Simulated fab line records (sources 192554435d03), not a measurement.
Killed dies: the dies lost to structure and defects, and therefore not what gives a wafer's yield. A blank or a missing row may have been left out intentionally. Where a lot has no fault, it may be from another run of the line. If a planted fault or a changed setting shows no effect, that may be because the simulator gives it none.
Which tool was responsible? ; flow n5-finfet ; 23 lots with 69 wafers sampled at 6 steps, on a route of 1938 steps

## WHAT THE GAUGES SHOWED, per wafer
The record holds no reading of a measuring or inspecting step that can be judged against a usual standard deviation.

## WHAT TOOL EACH LOT RAN ON (gives the tool, then ch and the chambers of the sampled wafers, and finally the start)
lot;N5_HKMG_FIN_ALD_36;N5_HKMG_FIN_STRIP_89;N5_HKMG_FIN_CMP_94;N5_GATE_CUT_ETCHBACK_00;N5_MOL_CONTACT_COAG_STRIP_98;N5_MOL_CONTACT_COAG_ETCHBACK_132
L074;ald-metal-03 ch 1,2,3, day 4 02:58;rie-diel-04 ch 1,2,3, day 4 05:38;cmp-03 ch 1,2,3, day 4 08:58;rie-metal-02 ch 0,1, day 4 09:14;rie-diel-05 ch 0,2,3, day 4 19:48;rie-diel-05 ch 0,1,2, day 5 07:01
L075;ald-metal-02 ch 1,3, day 4 09:21;rie-diel-05 ch 0,1, day 4 11:52;cmp-04 ch 0,1,3, day 4 14:38;rie-metal-03 ch 0, day 4 14:55;rie-diel-05 ch 0,1, day 5 04:16;rie-diel-02 ch 1,2, day 5 12:56
L076;ald-metal-03 ch 0,1, day 4 13:04;rie-diel-04 ch 2,3, day 4 15:41;cmp-02 ch 0,1, day 4 18:28;rie-metal-03 ch 0, day 4 18:44;rie-diel-04 ch 0,1,2, day 5 09:14;rie-diel-04 ch 0,1,2, day 5 18:55
L077;ald-metal-01 ch 0,2, day 4 20:11;rie-diel-04 ch 1,2,3, day 4 22:49;cmp-04 ch 0,1,3, day 5 01:38;rie-metal-01 ch 0,1, day 5 01:52;rie-diel-05 ch 0,1, day 5 12:14;rie-diel-04 ch 0,2, day 5 22:35
L079;ald-metal-01 ch 2,3, day 5 09:27;rie-diel-04 ch 1,2,3, day 5 12:32;cmp-04 ch 1,3, day 5 15:25;rie-metal-02 ch 0,1, day 5 15:43;rie-diel-02 ch 1,3, day 5 23:53;rie-diel-02 ch 2,3, day 6 10:30
L080;ald-metal-02 ch 0,1,3, day 5 13:19;rie-diel-02 ch 1,3, day 5 15:58;cmp-03 ch 0,2,3, day 5 18:55;rie-metal-01 ch 0,1, day 5 19:10;rie-diel-02 ch 0,1, day 6 03:13;rie-diel-04 ch 0,2,3, day 6 14:09
L081;ald-metal-02 ch 0,2, day 6 00:31;rie-diel-04 ch 1,3, day 6 03:20;cmp-03 ch 0,2,3, day 6 06:09;rie-metal-02 ch 0,1, day 6 06:22;rie-diel-05 ch 0,1,3, day 6 15:02;rie-diel-05 ch 0,2,3, day 7 05:13
L082;ald-metal-02 ch 2,3, day 6 04:13;rie-diel-05 ch 0,1,3, day 6 06:50;cmp-04 ch 2,3, day 6 09:37;rie-metal-03 ch 0,1, day 6 09:52;rie-diel-05 ch 0,1,3, day 6 17:55;rie-diel-04 ch 0,1, day 7 05:22
L083;ald-metal-02 ch 1,2,3, day 6 12:29;rie-diel-02 ch 0,1,2, day 6 15:22;cmp-03 ch 0,2,3, day 6 18:12;rie-metal-03 ch 0,1, day 6 18:24;rie-diel-04 ch 0,1, day 7 02:23;rie-diel-05 ch 2,3, day 7 12:50
L084;ald-metal-02 ch 0,2,3, day 6 15:30;rie-diel-05 ch 1,2,3, day 6 18:07;cmp-04 ch 0,1, day 6 20:56;rie-metal-01 ch 0,1, day 6 21:13;rie-diel-04 ch 0,2, day 7 06:31;rie-diel-05 ch 0,2, day 7 16:31
L085;ald-metal-01 ch 1,2, day 7 02:59;rie-diel-05 ch 0,3, day 7 05:41;cmp-03 ch 0,2,3, day 7 08:27;rie-metal-03 ch 0,1, day 7 08:43;rie-diel-04 ch 0,3, day 7 18:16;rie-diel-05 ch 0,1, day 8 05:53
L086;ald-metal-03 ch 0,2,3, day 7 06:34;rie-diel-05 ch 0,3, day 7 09:13;cmp-03 ch 0,1, day 7 11:59;rie-metal-02 ch 0,1, day 7 12:15;rie-diel-02 ch 0,2,3, day 7 20:14;rie-diel-05 ch 0,3, day 8 05:24
L087;ald-metal-01 ch 0,1, day 7 13:05;rie-diel-04 ch 0,2,3, day 7 15:38;cmp-02 ch 1,2, day 7 18:38;rie-metal-01 ch 0,1, day 7 18:53;rie-diel-04 ch 0,2,3, day 8 02:55;rie-diel-02 ch 0,1, day 8 14:06
L088;ald-metal-01 ch 1,3, day 7 13:56;rie-diel-04 ch 0,1, day 7 16:33;cmp-02 ch 1,2,3, day 7 19:26;rie-metal-03 ch 0,1, day 7 19:38;rie-diel-05 ch 0,3, day 8 04:39;rie-diel-05 ch 0,2, day 8 15:03
L089;ald-metal-02 ch 2,3, day 7 19:44;rie-diel-05 ch 0,2,3, day 7 22:36;cmp-03 ch 1,2, day 8 01:22;rie-metal-02 ch 0,1, day 8 01:38;rie-diel-02 ch 2,3, day 8 11:10;rie-diel-02 ch 0,3, day 8 23:21
L090;ald-metal-01 ch 0,1,3, day 8 00:00;rie-diel-02 ch 1,2, day 8 02:37;cmp-03 ch 0,1,2, day 8 05:31;rie-metal-03 ch 0,1, day 8 05:45;rie-diel-04 ch 0,2, day 8 13:59;rie-diel-04 ch 0,2,3, day 9 02:08
L091;ald-metal-03 ch 1,2, day 8 08:26;rie-diel-05 ch 0,2, day 8 11:04;cmp-02 ch 2,3, day 8 14:05;rie-metal-02 ch 0,1, day 8 14:23;rie-diel-02 ch 0,2, day 8 22:27;rie-diel-04 ch 1,2, day 9 07:07
L092;ald-metal-01 ch 0,1,2, day 8 11:57;rie-diel-02 ch 0,3, day 8 14:29;cmp-02 ch 0,1,2, day 8 17:24;rie-metal-01 ch 0,1, day 8 17:40;rie-diel-05 ch 0,1,2, day 9 01:52;rie-diel-02 ch 0,1, day 9 12:55
L093;ald-metal-01 ch 0,3, day 8 18:25;rie-diel-02 ch 0,1,3, day 8 21:02;cmp-03 ch 2,3, day 8 23:51;rie-metal-01 ch 0,1, day 9 00:08;rie-diel-05 ch 1,2, day 9 09:14;rie-diel-02 ch 0,1,3, day 9 20:52
L094;ald-metal-01 ch 1,2,3, day 9 02:04;rie-diel-05 ch 0,1,3, day 9 05:05;cmp-03 ch 0,1,2, day 9 08:04;rie-metal-02 ch 0,1, day 9 08:18;rie-diel-02 ch 0,1,3, day 9 16:13;rie-diel-04 ch 1,2,3, day 10 02:31
L095;ald-metal-02 ch 1,2,3, day 9 07:11;rie-diel-04 ch 1,2,3, day 9 09:50;cmp-04 ch 0,1, day 9 12:38;rie-metal-02 ch 0,1, day 9 12:54;rie-diel-05 ch 0,3, day 9 22:14;rie-diel-05 ch 2,3, day 10 06:50
L096;ald-metal-02 ch 0,1,2, day 9 11:31;rie-diel-05 ch 1,2,3, day 9 14:02;cmp-03 ch 0,2,3, day 9 16:49;rie-metal-03 ch 0,1, day 9 17:05;rie-diel-02 ch 1,2,3, day 10 01:02;rie-diel-02 ch 0,2,3, day 10 11:24
L097;ald-metal-03 ch 0,1,2, day 9 18:53;rie-diel-04 ch 0,2,3, day 9 21:31;cmp-02 ch 1,3, day 10 00:26;rie-metal-01 ch 1, day 10 00:40;rie-diel-05 ch 1,2, day 10 08:40;rie-diel-04 ch 0,1, day 10 18:16
- N5_HKMG_FIN_ALD_36: deposits TiN, target thk 1 nm, pulse time 1 s, purge time 3 s.
- N5_HKMG_FIN_STRIP_89: strips SOC in N2/H2, time 20 s.
- N5_HKMG_FIN_CMP_94: polishes, stops on SiNx, t overpolish 4.7 s, target thk 43.299 nm.
- N5_GATE_CUT_ETCHBACK_00: etches W in SF6/Cl2.
- N5_MOL_CONTACT_COAG_STRIP_98: strips in N2/H2.
- N5_MOL_CONTACT_COAG_ETCHBACK_132: etches SiO2 in CHF3, target depth 10 nm, time 6.7 s.

## AS READ BY THE TOOLS THEMSELVES (means over the sampled wafers that have a number; for cases with no such wafer, the mark the record gives instead)
N5_HKMG_FIN_ALD_36. Usual: heater-power-w 862 W, standard deviation 100; precursor-pulse-height-rel 0.999, standard deviation 0.02.
lot;tool;heater-power-w (W);precursor-pulse-height-rel;flag
L074;ald-metal-03;883;1.022;
L075;ald-metal-02;866;1.003;
L076;ald-metal-03;826;1.002;
L077;ald-metal-01;901;0.994;
L079;ald-metal-01;806;1.005;
L080;ald-metal-02;932;1.006;
L081;ald-metal-02;1021;0.996;
L082;ald-metal-02;922;0.991;
L083;ald-metal-02;892;0.998;
L084;ald-metal-02;946;1.009;
L085;ald-metal-01;901;1.010;
L086;ald-metal-03;871;1.008;
L087;ald-metal-01;756;0.979;
L088;ald-metal-01;786;0.984;
L089;ald-metal-02;907;1.005;
L090;ald-metal-01;747;1.009;
L091;ald-metal-03;923;1.010;
L092;ald-metal-01;840;0.988;
L093;ald-metal-01;716;1.014;
L094;ald-metal-01;839;1.008;
L095;ald-metal-02;892;0.996;
L096;ald-metal-02;961;1.006;
L097;ald-metal-03;871;1.019;

N5_HKMG_FIN_STRIP_89. Usual: drypump-motor-current-A 5.9 A, standard deviation 0.35; oes-product-au 0.80 a.u., standard deviation 0.088; rf-vpp-V 54.4 V, standard deviation 0.94; showerhead-plenum-p-Torr 3.40 Torr, standard deviation 0.15; throttle-valve-pct 19.02 %, standard deviation 0.26.
lot;tool;drypump-motor-current-A (A);oes-product-au (a.u.);rf-vpp-V (V);showerhead-plenum-p-Torr (Torr);throttle-valve-pct (%);flag
L074;rie-diel-04;6.1;0.82;54.1;3.29;18.94;
L075;rie-diel-05;5.5;0.78;55.0;3.37;18.84;
L076;rie-diel-04;6.1;0.87;53.2;3.31;19.06;
L077;rie-diel-04;6.1;0.81;54.0;3.28;18.95;
L079;rie-diel-04;6.1;0.80;54.5;3.28;18.97;
L080;rie-diel-02;5.6;0.80;54.7;3.52;18.85;
L081;rie-diel-04;6.1;0.74;52.8;3.25;18.86;
L082;rie-diel-05;5.7;0.75;54.3;3.36;19.11;
L083;rie-diel-02;5.7;0.80;54.8;3.48;18.98;
L084;rie-diel-05;5.8;0.82;54.7;3.39;19.12;
L085;rie-diel-05;6.1;0.73;53.8;3.47;19.20;
L086;rie-diel-05;6.1;0.73;54.7;3.47;19.21;
L087;rie-diel-04;6.2;0.83;54.2;3.39;19.02;
L088;rie-diel-04;6.2;0.78;53.8;3.31;18.85;
L089;rie-diel-05;5.9;0.80;53.7;3.51;18.97;
L090;rie-diel-02;5.8;0.76;54.2;3.46;19.01;
L091;rie-diel-05;5.8;0.86;55.0;3.55;18.75;
L092;rie-diel-02;5.5;0.81;54.9;3.53;18.88;
L093;rie-diel-02;5.6;0.80;54.0;3.52;18.89;
L094;rie-diel-05;5.8;0.73;53.2;3.34;19.14;
L095;rie-diel-04;6.1;0.77;54.5;3.26;19.02;
L096;rie-diel-05;5.9;0.78;54.1;3.37;19.15;
L097;rie-diel-04;6.2;0.82;54.5;3.38;19.07;

N5_HKMG_FIN_CMP_94. Usual: motor-current-A 12.4 A, standard deviation 0.81.
lot;tool;motor-current-A (A);flag
L074;cmp-03;12.5;
L075;cmp-04;11.7;
L076;cmp-02;11.3;
L077;cmp-04;12.1;
L079;cmp-04;12.2;
L080;cmp-03;12.7;
L081;cmp-03;12.6;
L082;cmp-04;12.9;
L083;cmp-03;13.0;
L084;cmp-04;12.1;
L085;cmp-03;12.9;
L086;cmp-03;13.0;
L087;cmp-02;12.6;
L088;cmp-02;11.9;
L089;cmp-03;12.6;
L090;cmp-03;12.6;
L091;cmp-02;12.3;
L092;cmp-02;11.5;
L093;cmp-03;12.0;
L094;cmp-03;12.8;
L095;cmp-04;12.3;
L096;cmp-03;12.6;
L097;cmp-02;11.7;

N5_GATE_CUT_ETCHBACK_00. Usual: SF6_flow_sccm 40.01 sccm, standard deviation 0.12; drypump-motor-current-A 5.6 A, standard deviation 0.43; mfc-cl2-sccm 60.01 sccm, standard deviation 0.17; oes-product-au 0.77 a.u., standard deviation 0.091; throttle-valve-pct 27.62 %, standard deviation 0.28.
lot;tool;SF6_flow_sccm (sccm);drypump-motor-current-A (A);mfc-cl2-sccm (sccm);oes-product-au (a.u.);throttle-valve-pct (%);flag
L074;rie-metal-02;40.09;5.2;60.15;0.74;27.59;
L075;rie-metal-03;40.04;6.2;59.99;0.86;27.49;
L076;rie-metal-03;40.15;6.3;59.96;0.85;27.49;
L077;rie-metal-01;40.08;5.8;60.26;0.69;27.65;
L079;rie-metal-02;39.90;5.3;60.08;0.73;27.59;
L080;rie-metal-01;40.07;5.7;59.92;0.67;27.86;
L081;rie-metal-02;40.00;5.3;60.12;0.72;27.60;
L082;rie-metal-03;40.04;6.0;60.12;0.88;27.47;
L083;rie-metal-03;39.99;6.0;60.03;0.86;27.47;
L084;rie-metal-01;39.99;5.7;59.93;0.67;27.87;
L085;rie-metal-03;40.08;6.0;60.08;0.86;27.46;
L086;rie-metal-02;39.86;5.3;60.01;0.72;27.59;
L087;rie-metal-01;40.01;5.8;59.89;0.68;27.64;
L088;rie-metal-03;40.07;5.6;59.99;0.88;27.42;
L089;rie-metal-02;39.95;5.3;60.00;0.72;27.60;
L090;rie-metal-03;40.00;5.6;59.91;0.87;27.44;
L091;rie-metal-02;40.13;5.3;59.88;0.72;27.60;
L092;rie-metal-01;39.98;5.7;59.88;0.66;27.89;
L093;rie-metal-01;40.03;5.8;60.09;0.68;27.65;
L094;rie-metal-02;40.01;5.2;60.00;0.71;27.61;
L095;rie-metal-02;40.03;5.3;59.97;0.71;27.61;
L096;rie-metal-03;40.04;5.6;60.10;0.85;27.43;
L097;rie-metal-01;39.89;5.5;60.16;0.64;28.10;

N5_MOL_CONTACT_COAG_STRIP_98. Usual: drypump-motor-current-A 5.9 A, standard deviation 0.38; oes-product-au 0.78 a.u., standard deviation 0.078; rf-vpp-V 54.3 V, standard deviation 1.3; showerhead-plenum-p-Torr 3.40 Torr, standard deviation 0.16; throttle-valve-pct 18.92 %, standard deviation 0.25.
lot;tool;drypump-motor-current-A (A);oes-product-au (a.u.);rf-vpp-V (V);showerhead-plenum-p-Torr (Torr);throttle-valve-pct (%);flag
L074;rie-diel-05;5.9;0.73;54.6;3.38;18.96;
L075;rie-diel-05;5.4;0.79;54.3;3.25;18.93;
L076;rie-diel-04;6.2;0.87;53.6;3.35;18.84;
L077;rie-diel-05;5.5;0.78;54.8;3.37;18.76;
L079;rie-diel-02;5.6;0.81;54.4;3.52;18.77;
L080;rie-diel-02;5.3;0.88;54.0;3.56;18.64;
L081;rie-diel-05;5.8;0.75;55.0;3.35;19.00;
L082;rie-diel-05;5.7;0.75;54.6;3.35;19.02;
L083;rie-diel-04;6.2;0.85;53.5;3.43;18.80;
L084;rie-diel-04;6.2;0.88;54.0;3.37;18.96;
L085;rie-diel-04;6.3;0.85;54.9;3.48;18.86;
L086;rie-diel-02;5.9;0.75;55.0;3.45;19.02;
L087;rie-diel-04;6.2;0.84;53.2;3.39;18.93;
L088;rie-diel-05;6.1;0.71;53.4;3.46;19.12;
L089;rie-diel-02;6.1;0.70;53.6;3.42;19.15;
L090;rie-diel-04;6.2;0.88;54.3;3.36;18.98;
L091;rie-diel-02;6.0;0.73;55.0;3.39;19.15;
L092;rie-diel-05;5.6;0.81;53.6;3.39;18.80;
L093;rie-diel-05;5.6;0.81;54.0;3.26;18.96;
L094;rie-diel-02;5.6;0.78;54.4;3.51;18.78;
L095;rie-diel-05;5.8;0.73;55.3;3.47;18.90;
L096;rie-diel-02;5.9;0.84;54.6;3.43;18.92;
L097;rie-diel-05;5.5;0.79;53.7;3.26;18.96;

N5_MOL_CONTACT_COAG_ETCHBACK_132. Usual: drypump-motor-current-A 5.9 A, standard deviation 0.36; oes-product-au 0.79 a.u., standard deviation 0.08; rf-vpp-V 526 V, standard deviation 3.9; showerhead-plenum-p-Torr 2.41 Torr, standard deviation 0.11; throttle-valve-pct 18.64 %, standard deviation 0.17.
lot;tool;drypump-motor-current-A (A);oes-product-au (a.u.);rf-vpp-V (V);showerhead-plenum-p-Torr (Torr);throttle-valve-pct (%);flag
L074;rie-diel-05;5.6;0.75;526;2.31;18.75;
L075;rie-diel-02;5.8;0.79;531;2.46;18.72;
L076;rie-diel-04;6.2;0.85;521;2.38;18.59;
L077;rie-diel-04;6.3;0.91;524;2.46;18.54;
L079;rie-diel-02;6.2;0.70;529;2.38;18.73;
L080;rie-diel-04;6.2;0.85;525;2.41;18.60;
L081;rie-diel-05;5.9;0.81;528;2.49;18.66;
L082;rie-diel-04;6.3;0.85;522;2.43;18.47;
L083;rie-diel-05;6.1;0.79;526;2.47;18.80;
L084;rie-diel-05;5.6;0.82;530;2.49;18.53;
L085;rie-diel-05;5.5;0.75;528;2.37;18.63;
L086;rie-diel-05;5.8;0.74;527;2.45;18.65;
L087;rie-diel-02;5.4;0.84;526;2.52;18.51;
L088;rie-diel-05;5.6;0.80;530;2.49;18.54;
L089;rie-diel-02;5.7;0.77;525;2.47;18.49;
L090;rie-diel-04;6.2;0.82;526;2.40;18.64;
L091;rie-diel-04;6.1;0.80;522;2.30;18.78;
L092;rie-diel-02;5.4;0.81;528;2.51;18.62;
L093;rie-diel-02;5.6;0.79;526;2.49;18.57;
L094;rie-diel-04;6.1;0.76;523;2.30;18.71;
L095;rie-diel-05;6.1;0.76;526;2.47;18.84;
L096;rie-diel-02;5.9;0.85;526;2.43;18.49;
L097;rie-diel-04;6.3;0.81;522;2.42;18.52;

## THE ANSWER, worked out from the rows above alone
Rule: lot off if the mean of its wafers having a number is beyond 3 standard deviations from the usual mean. Also off: a lot with no number at a reading for which 4 or more lots have one. The other lots that the step has rows for count as sound. First the gauges in route order, then the tools' own readings, where a lot's mean is used as printed above. The first step at which some lot is off is used, and at that step the reading that is off furthest; a lot without a number counts as furthest.
Across all readings shown, no lot is off: no conclusion can be drawn from this.

## WHAT THE SIMULATOR HAD INSERTED
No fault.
